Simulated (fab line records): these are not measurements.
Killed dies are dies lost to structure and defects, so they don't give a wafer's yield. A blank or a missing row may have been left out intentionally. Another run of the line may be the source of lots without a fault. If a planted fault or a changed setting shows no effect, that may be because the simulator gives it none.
Chamber matching ; flow n5_finfet ; N5_STI_FIN_REVEAL_STRIP_24 on rie_diel-05: 4 sister chambers
The step strips in N2/H2, time 90 s. 8 wafers are shown with their chamber, then 8 later ones without.

## WAFERS PAIRED WITH THEIR CHAMBERS
wafer;chamber;drypump_motor_current_A (A);showerhead_plenum_p_Torr (Torr)
L075.2;3;6.6;3.51
L083.2;1;5.4;3.22
L083.3;0;6.3;3.47
L083.4;2;5.8;3.48
L085.1;2;5.7;3.48
L085.2;3;6.6;3.50
L085.6;1;5.4;3.22
L086.3;0;6.3;3.47

## WAFERS WHOSE CHAMBER IS MISSING
wafer;drypump_motor_current_A (A);showerhead_plenum_p_Torr (Torr)
L086.5;6.7;3.50
L086.6;5.8;3.48
L087.2;5.8;3.48
L087.4;5.8;3.48
L087.6;6.6;3.50
L097.3;6.3;3.46
L097.4;6.6;3.48
L097.5;5.8;3.47

## CHAMBER TAKEN BY EACH
wafer;from the rows above;in truth
L086.5;3;3
L086.6;2;2
L087.2;2;2
L087.4;2;2
L087.6;3;3
L097.3;0;0
L097.4;can't be placed: 3 or 0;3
L097.5;2;2
Correctly placed: 7 of 8. Unplaceable from these rows: 1, with the true chamber sitting among the candidates in 1. Wrongly placed: 0.
How it was worked out, from the rows above alone: a wafer's distance from a chamber is the root of the sum, over the readings, of the square of ((its reading less the chamber's mean) divided by the reading's scatter). If the next closest chamber is less than 2 further off than the closest, the wafer can't be placed; otherwise it belongs to the closest. For every chamber, the mean is computed from those of its wafers that are shown. The scatter is the square root of a quotient: the sum, over the shown wafers, of each reading's squared deviation from its chamber's mean, divided by wafers minus chambers.
